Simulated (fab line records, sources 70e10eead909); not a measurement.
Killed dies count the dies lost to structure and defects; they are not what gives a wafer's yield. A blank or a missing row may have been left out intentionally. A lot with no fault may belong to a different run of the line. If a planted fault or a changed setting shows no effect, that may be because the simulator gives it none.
Which tool is to blame? || flow nand_harc || 36 wafers from 12 lots sampled at 2 of the route's 1302 steps

== WHAT THE GAUGES SHOWED, per wafer ==
NHARC_A_CONTACT_CD_MEAS_80.
{"lot": "L076", "measured": "day 22 17:25", "on": "cd_sem-01", "cd_nm (nm)": "289.4 290.2 290.1"}
{"lot": "L078", "measured": "day 23 12:26", "on": "cd_sem-01", "cd_nm (nm)": "288.4 289.6 289.3"}
{"lot": "L081", "measured": "day 25 01:45", "on": "cd_sem-03", "cd_nm (nm)": "290.2 289.0 289.5"}
{"lot": "L080", "measured": "day 25 09:20", "on": "cd_sem-03", "cd_nm (nm)": "289.7 289.8 289.9"}
{"lot": "L083", "measured": "day 25 23:07", "on": "cd_sem-01", "cd_nm (nm)": "289.3 289.9 290.0"}
{"lot": "L085", "measured": "day 26 21:14", "on": "cd_sem-01", "cd_nm (nm)": "289.7 289.6 289.8"}
{"lot": "L087", "measured": "day 27 21:34", "on": "cd_sem-03", "cd_nm (nm)": "288.1 289.0 289.6"}
{"lot": "L089", "measured": "day 28 04:25", "on": "cd_sem-03", "cd_nm (nm)": "288.9 289.4 288.8"}
{"lot": "L092", "measured": "day 28 16:58", "on": "cd_sem-01", "cd_nm (nm)": "289.7 290.4 288.8"}
{"lot": "L093", "measured": "day 29 17:32", "on": "cd_sem-03", "cd_nm (nm)": "288.5 289.5 288.3"}
{"lot": "L096", "measured": "day 31 04:03", "on": "cd_sem-01", "cd_nm (nm)": "289.0 289.2 289.6"}
{"lot": "L097", "measured": "day 31 12:19", "on": "cd_sem-01", "cd_nm (nm)": "290.6 290.3 290.0"}

== WHAT TOOL EACH LOT RAN ON (gives the tool, then ch and the chambers of the sampled wafers, and finally the start) ==
{"lot": "L076", "NHARC_A_CONTACT_ETCH_133": "har_cap_etch-01 ch 0,1, day 22 16:25"}
{"lot": "L078", "NHARC_A_CONTACT_ETCH_133": "har_cap_etch-02 ch 0,1, day 23 11:25"}
{"lot": "L081", "NHARC_A_CONTACT_ETCH_133": "har_cap_etch-02 ch 0,1, day 24 23:38"}
{"lot": "L080", "NHARC_A_CONTACT_ETCH_133": "har_cap_etch-01 ch 0,1, day 25 08:25"}
{"lot": "L083", "NHARC_A_CONTACT_ETCH_133": "har_cap_etch-01 ch 0,1, day 25 22:07"}
{"lot": "L085", "NHARC_A_CONTACT_ETCH_133": "har_cap_etch-03 ch 0,1, day 26 20:19"}
{"lot": "L087", "NHARC_A_CONTACT_ETCH_133": "har_cap_etch-01 ch 0,1, day 27 20:34"}
{"lot": "L089", "NHARC_A_CONTACT_ETCH_133": "har_cap_etch-01 ch 0,1, day 28 03:29"}
{"lot": "L092", "NHARC_A_CONTACT_ETCH_133": "har_cap_etch-03 ch 0,1, day 28 15:58"}
{"lot": "L093", "NHARC_A_CONTACT_ETCH_133": "har_cap_etch-03 ch 0,1, day 29 16:44"}
{"lot": "L096", "NHARC_A_CONTACT_ETCH_133": "har_cap_etch-01 ch 0,1, day 31 03:02"}
{"lot": "L097", "NHARC_A_CONTACT_ETCH_133": "har_cap_etch-01 ch 1, day 31 11:19"}
- NHARC_A_CONTACT_ETCH_133: etches the open film in C4F8/O2/Ar, time 374 s, target depth 1610 nm.

== THE ANSWER, worked out from the rows above alone ==
Rule: the usual values come from the lots themselves. The widest of any qualifying gaps counts: lots, ordered by their means at a reading, are off when they make up no more than a third of the lots, leave a main group of 4 or more, and stand apart from it by 3 or more times the standard deviation of that group's means. If all means in a main group match to the digits the tables above print for the reading, that group is not used. Also off: a lot with no number at a reading for which 4 or more lots have one. Any other lot the step has rows for is counted as sound.
None of the lots is off at any reading shown; this tells nothing.

== WHAT HAD BEEN PUT IN BY THE SIMULATOR ==
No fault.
